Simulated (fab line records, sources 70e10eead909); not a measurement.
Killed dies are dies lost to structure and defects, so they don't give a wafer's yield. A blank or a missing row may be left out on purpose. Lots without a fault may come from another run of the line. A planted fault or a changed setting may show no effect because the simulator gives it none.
fab line records | flow nand_harc | part 2 of 2: steps 20 to 27 of 27
record lots=5 wafers=15 last_day=24
route steps=1159 shown A_STAIRCASE@587
lots that met no fault: from a run of the same line without faults
start_h: hours from the record's first day to the start of the lot's first wafer shown | wait_h: hours since the lot's step before | " the same as in the row above | L1.1+2: a row that stands for several wafers | - no value, or no start given | * or withheld: withheld | < > ~ a bound
route shown NAME@n: a module of which the file shows steps, and the number in the route of the first | usual: mean/standard deviation of fault-free wafers | same: alike in all rows | chamber/n: place in a boat | sites: the reading at each site | _std_site: their standard deviation | _edge_site: outer sites' mean less inner sites' | radius_mm: how far each site lies from the wafer's centre | mask NAME#n: copy n | behind: the tool/chamber that last shaped the wafer | hold: why the lot was held/for how many hours/how that ended | device: the transistor (n, p or np) that didn't switch | end of line: the same wafers' tests at the end of the route | a step without rows: its recipe alone | killed: dies lost to structure and defects at the first sort, not the wafer's yield | map: a wafer's dies, x killed, . not, _ none there
set.NAME: the setting as run; set.NAME@STEP: as run at that earlier step | model.NAME: the simulator's own value behind a step, which no gauge read
lots at some steps of the route; a table a step, a row a wafer
services: from which hour (start_h, from the record's first day; less than 0 if before it) a tool's chamber was out of use, for how many hours, and why
## steps
# step NHARC_A_STAIRCASE_EXPOSE_214
# recipe na=0.5 dose_mj=31.26 mask_id=STAIR_3
# usual reticle_temp_C=23.03/0.12
# columns lot.wafer tool chamber start_h wait_h mask reticle_temp_C
L074.1 krf_scanner-01 0 243.64 - STAIR_3#0 22.94
L074.3 " 0 " " STAIR_3#0 23.18
L074.5 " 0 " " STAIR_3#0 22.92
L084.4 krf_scanner-04 0 297.23 - STAIR_3#0 23.00
L084.5 " 0 " " STAIR_3#0 23.09
L084.6 " 0 " " STAIR_3#0 22.94
L089.2 krf_scanner-02 0 336.26 - STAIR_3#0 22.79
L089.3 " 0 " " STAIR_3#0 22.91
L089.6 " 0 " " STAIR_3#0 22.87
L097.4 krf_scanner-02 0 373.56 - STAIR_3#0 23.17
L097.5 " 0 " " STAIR_3#0 23.00
L097.6 " 0 " " STAIR_3#0 23.10
L095.2 krf_scanner-04 0 374.47 - STAIR_3#0 22.99
L095.3 " 0 " " STAIR_3#0 23.05
L095.6 " 0 " " STAIR_3#0 23.01
# step NHARC_A_STAIRCASE_PEB_215
# recipe peb_temp_c=115 peb_time_s=130
# usual exhaust_pa=45.2/0.8 plate_temp_C=114.98/0.13
# columns lot.wafer tool chamber start_h wait_h exhaust_pa plate_temp_C
L074.1 litho_track-02 0 243.71 0.1 45.4 115.17
L074.3 " 0 " " 46.6 115.23
L074.5 " 0 " " 45.4 115.27
L084.4 litho_track-05 0 297.28 0.0 45.6 114.87
L084.5 " 0 " " 45.5 114.95
L084.6 " 0 " " 45.4 114.79
L089.2 litho_track-02 0 336.33 0.1 44.2 115.00
L089.3 " 0 " " 45.0 115.09
L089.6 " 0 " " 45.0 115.03
L097.4 litho_track-03 0 373.62 0.1 46.3 115.08
L097.5 " 0 " " 44.9 115.02
L097.6 " 0 " " 44.7 115.01
L095.2 litho_track-03 0 374.53 0.1 45.8 114.96
L095.3 " 0 " " 46.4 115.16
L095.6 " 0 " " 44.8 115.05
# step NHARC_A_STAIRCASE_DEVELOP_216
# recipe time_s=140
# usual exhaust_pa=45.1/1
# columns lot.wafer tool chamber start_h wait_h exhaust_pa
L074.1 litho_track-02 0 - - 44.9
L074.3 " 0 " " 44.8
L074.5 " 0 " " 44.5
L084.4 litho_track-05 0 - - 46.1
L084.5 " 0 " " 46.1
L084.6 " 0 " " 47.2
L089.2 litho_track-02 0 - - 44.6
L089.3 " 0 " " 45.2
L089.6 " 0 " " 45.7
L097.4 litho_track-03 0 - - 46.3
L097.5 " 0 " " 45.8
L097.6 " 0 " " 44.6
L095.2 litho_track-03 0 - - 45.1
L095.3 " 0 " " 44.5
L095.6 " 0 " " 44.2
# step NHARC_A_STAIRCASE_HARDBAKE_218
# recipe temp_c=120 time_s=140
# usual exhaust_pa=45.2/0.87
# columns lot.wafer tool chamber start_h wait_h exhaust_pa
L074.1 litho_track-03 0 243.93 - 44.7
L074.3 " 0 " " 46.0
L074.5 " 0 " " 47.0
L084.4 litho_track-03 0 297.51 - 45.0
L084.5 " 0 " " 45.2
L084.6 " 0 " " 45.5
L089.2 litho_track-03 0 336.55 - 44.0
L089.3 " 0 " " 44.7
L089.6 " 0 " " 44.5
L097.4 litho_track-05 0 373.85 - 43.9
L097.5 " 0 " " 45.7
L097.6 " 0 " " 43.9
L095.2 litho_track-05 0 374.75 - 44.9
L095.3 " 0 " " 44.4
L095.6 " 0 " " 44.7
# step NHARC_A_STAIRCASE_DESCUM_219
# recipe time_s=3 o2_flow_sccm=200 ar_flow_sccm=0 bias_power_w=0 chemistry=O2
# usual drypump_motor_current_A=5.7/0.43 oes_product_au=1.004/0.0093 rf_vpp_V=57.9/0.9 showerhead_plenum_p_Torr=1.94/0.062 throttle_valve_pct=11.311/0.0092
# columns lot.wafer tool chamber start_h wait_h drypump_motor_current_A oes_product_au rf_hours_counter_h rf_vpp_V showerhead_plenum_p_Torr throttle_valve_pct
L074.3 rie_diel-04 0 244.66 - 5.7 1.006 47 58.4 1.99 11.312
L074.1 " 1 " " 5.2 1.001 45 56.9 2.01 11.309
L074.5 " 2 " " 5.6 1.016 - 56.5 2.00 11.308
L084.4 rie_diel-11 0 297.60 - 6.0 1.007 39 56.2 1.91 11.316
L084.5 " 3 " " 5.0 0.998 - 59.1 1.89 11.310
L084.6 " 0 " " 6.0 1.019 - 57.4 1.91 11.313
L089.2 rie_diel-04 3 336.70 - 6.1 0.989 14 57.3 1.89 11.314
L089.3 " 0 " " 5.7 1.005 15 57.8 1.98 11.298
L089.6 " 1 " " 5.2 1.009 - 58.8 2.00 11.308
L097.4 rie_diel-04 1 373.94 - 5.1 1.011 27 59.3 1.99 11.309
L097.6 " 0 " " 5.8 1.011 - 56.4 1.97 11.317
L097.5 " 1 " " 5.2 1.006 - 57.9 1.99 11.301
L095.3 rie_diel-09 2 374.86 - 5.4 1.000 39 59.7 1.92 11.301
L095.2 " 0 " " 5.5 1.015 43 59.1 2.00 11.317
L095.6 " 3 " " 5.7 1.005 - 59.4 1.84 11.312
# step NHARC_A_STAIRCASE_TRIM_220
# recipe time_s=211.2 o2_flow_sccm=500 ar_flow_sccm=0 bias_w=0 chemistry=O2
# usual drypump_motor_current_A=5.7/0.42 oes_product_au=1.003/0.0081 rf_vpp_V=57.9/0.92 showerhead_plenum_p_Torr=3.58/0.1 throttle_valve_pct=17.036/0.0079
# columns lot.wafer tool chamber start_h wait_h drypump_motor_current_A oes_product_au rf_hours_counter_h rf_vpp_V showerhead_plenum_p_Torr throttle_valve_pct
L074.1 rie_diel-04 2 244.83 0.2 5.6 1.007 44 58.4 3.68 17.037
L074.3 " 0 " " 5.8 1.002 47 58.0 3.66 17.038
L074.5 " 2 " " 5.6 1.007 - 58.9 3.68 17.041
L084.4 rie_diel-11 2 298.16 0.5 6.0 0.999 36 59.4 3.63 17.038
L084.5 " 1 " " 5.3 0.992 - 59.4 3.35 17.044
L084.6 " 2 " " 6.0 1.004 - 56.3 3.63 17.040
L089.3 rie_diel-04 0 336.77 0.1 5.7 1.003 15 59.0 3.64 17.037
L089.2 " 3 " " 6.1 1.006 14 57.1 3.50 17.039
L089.6 " 1 " " 5.2 1.008 - 57.3 3.67 17.034
L097.4 rie_diel-04 1 374.08 0.1 5.2 1.007 27 57.0 3.66 17.030
L097.6 " 2 " " 5.6 1.003 - 58.7 3.65 17.028
L097.5 " 3 " " 6.1 0.986 - 57.5 3.49 17.040
L095.3 rie_diel-09 2 374.96 0.1 5.4 1.003 39 58.9 3.55 17.036
L095.2 " 0 " " 5.5 1.009 43 58.0 3.68 17.045
L095.6 " 1 " " 6.8 0.985 - 57.6 3.67 17.037
# step NHARC_A_STAIRCASE_ETCH_221
# recipe target_depth_a=1000 time_s=40.5 ion_energy_ev=400 c4f8_flow_sccm=20 o2_flow_sccm=10 ar_flow_sccm=withheld rf_w=600 bias_w=1000 chemistry=C4F8/O2
# usual oes_product_au=0.940/0.016 rf_vpp_V=898/3.8
# columns lot.wafer tool chamber start_h wait_h oes_product_au rf_hours_counter_h rf_vpp_V
L074.3 rie_diel-04 0 - - 0.914 47 901
L074.1 " 1 " " 0.918 45 901
L074.5 " 1 " " 0.916 - 902
L084.4 rie_diel-11 3 - - 0.919 36 895
L084.6 " 3 " " 0.927 - 894
L084.5 " 0 " " 0.925 - 895
L089.3 rie_diel-04 1 - - 0.948 13 901
L089.2 " 3 " " 0.946 14 894
L089.6 " 1 " " 0.953 - 901
L097.4 rie_diel-04 2 - - 0.936 31 901
L097.5 " 3 " " 0.930 - 894
L097.6 " 0 " " 0.927 - 901
L095.3 rie_diel-09 3 - - 0.931 40 891
L095.2 " 0 " " 0.926 43 902
L095.6 " 3 " " 0.935 - 891
# step NHARC_A_STAIRCASE_TRIM_222
# recipe time_s=211.2 o2_flow_sccm=500 ar_flow_sccm=0 bias_w=0 chemistry=O2
# usual drypump_motor_current_A=5.7/0.45 oes_product_au=1.004/0.01 rf_vpp_V=57.9/0.95 showerhead_plenum_p_Torr=3.58/0.1 throttle_valve_pct=17.035/0.0097
# columns lot.wafer tool chamber start_h wait_h drypump_motor_current_A oes_product_au rf_hours_counter_h rf_vpp_V showerhead_plenum_p_Torr throttle_valve_pct
L074.1 rie_diel-04 1 - - 5.2 0.990 46 59.5 3.69 17.051
L074.3 " 2 " " 5.6 1.010 44 59.7 3.68 17.027
L074.5 " 1 " " 5.2 0.992 - 58.9 3.69 17.028
L084.4 rie_diel-11 3 - - 5.0 0.993 36 56.3 3.49 17.041
L084.5 " 1 " " 5.4 0.996 - 56.9 3.35 17.027
L084.6 " 2 " " 6.0 0.996 - 58.4 3.63 17.024
L089.3 rie_diel-04 3 - - 6.1 0.997 14 56.5 3.50 17.039
L089.2 " 1 " " 5.2 1.002 14 58.0 3.67 17.037
L089.6 " 3 " " 6.1 0.992 - 58.1 3.50 17.033
L097.4 rie_diel-04 2 - - 5.6 1.019 31 58.4 3.65 17.030
L097.6 " 0 " " 5.7 1.008 - 58.3 3.63 17.033
L097.5 " 1 " " 5.2 1.015 - 57.0 3.66 17.038
L095.2 rie_diel-09 1 - - 6.8 0.986 42 58.6 3.67 17.057
L095.3 " 3 " " 5.7 1.007 41 56.7 3.40 17.042
L095.6 " 1 " " 6.7 0.991 - 57.5 3.67 17.028
## services
# columns tool chamber start_h hours kind
rie_diel-11 1 223.95 4.9 repair
krf_scanner-01 - 228.09 0.3 repair
litho_track-05 - 237.00 7.0 pm
rie_diel-09 0 238.59 5.8 repair
rie_diel-09 - 254.10 9.0 pm
krf_scanner-01 - 256.00 4.0 pm
plasma_asher-02 - 269.84 4.5 repair
wet_bench-07 - 272.01 8.0 pm
plasma_asher-01 - 275.16 2.6 repair
plasma_asher-01 - 277.88 9.0 pm
krf_scanner-01 - 284.64 0.7 repair
rie_diel-04 1 285.68 14.8 repair
wet_bench-09 - 288.80 8.0 pm
rie_diel-04 - 288.90 9.0 pm
krf_scanner-04 - 299.01 4.0 pm
rie_diel-09 - 303.60 1.2 repair
wet_bench-06 - 305.60 8.0 pm
rie_diel-11 0 306.40 2.2 repair
krf_scanner-02 - 314.49 6.0 repair
litho_track-02 - 340.00 7.0 pm
krf_scanner-02 - 344.68 0.8 repair
rie_diel-11 1 352.19 8.8 repair
plasma_asher-02 - 360.66 9.0 pm
rie_diel-11 - 367.85 9.0 pm
